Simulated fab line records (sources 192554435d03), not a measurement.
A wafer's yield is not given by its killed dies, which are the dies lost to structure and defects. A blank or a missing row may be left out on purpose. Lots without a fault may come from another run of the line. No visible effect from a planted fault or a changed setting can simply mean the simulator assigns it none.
Which tool did it?	flow n5_finfet	36 wafers sampled from 12 lots at 1 step of a route of 1938

WHAT THE GAUGES READ, wafer by wafer
N5_BEOL_M4_CD_MEAS_28: target cd 26.2 nm, target cd y 24.1 nm.
lot	measured	on	cd_nm (nm)
L074	day 7 11:51	cd_sem-01	26.08 26.16 25.96
L077	day 8 11:04	cd_sem-03	26.43 26.40 26.23
L079	day 8 16:47	cd_sem-02	26.46 26.08 26.38
L081	day 9 15:30	cd_sem-03	25.96 26.41 26.38
L083	day 9 18:11	cd_sem-03	26.32 26.68 26.07
L086	day 10 07:44	cd_sem-02	26.33 26.63 26.70
L085	day 10 20:07	cd_sem-01	26.02 26.38 26.53
L089	day 11 09:01	cd_sem-02	25.96 26.82 26.03
L091	day 11 18:10	cd_sem-02	26.43 26.19 26.36
L094	day 12 20:00	cd_sem-03	26.29 26.72 26.44
L095	day 13 04:55	cd_sem-01	26.50 26.03 26.54
L097	day 14 01:41	cd_sem-01	26.56 26.52 26.42

TOOL THAT RAN EACH LOT (tool first, then ch and the chambers of the sampled wafers, then the start)
Before these readings, the record contains no process step.

THE ANSWER, worked out from the rows above alone
Rule: the lots themselves supply what counts as usual. The widest of any qualifying gaps counts: lots, ordered by their means at a reading, are off when they make up no more than a third of the lots, leave a main group of 4 or more, and stand apart from it by 3 or more times the standard deviation of that group's means. A main group whose means are all the same, to the digits that the tables above print for the reading, isn't used. Also off: a lot with no number at a reading for which 4 or more lots have one. Where the step has rows for the other lots, those lots are counted as sound.
No lot is off on any of the readings shown, so nothing can be concluded from this.

WHAT THE SIMULATOR PUT IN
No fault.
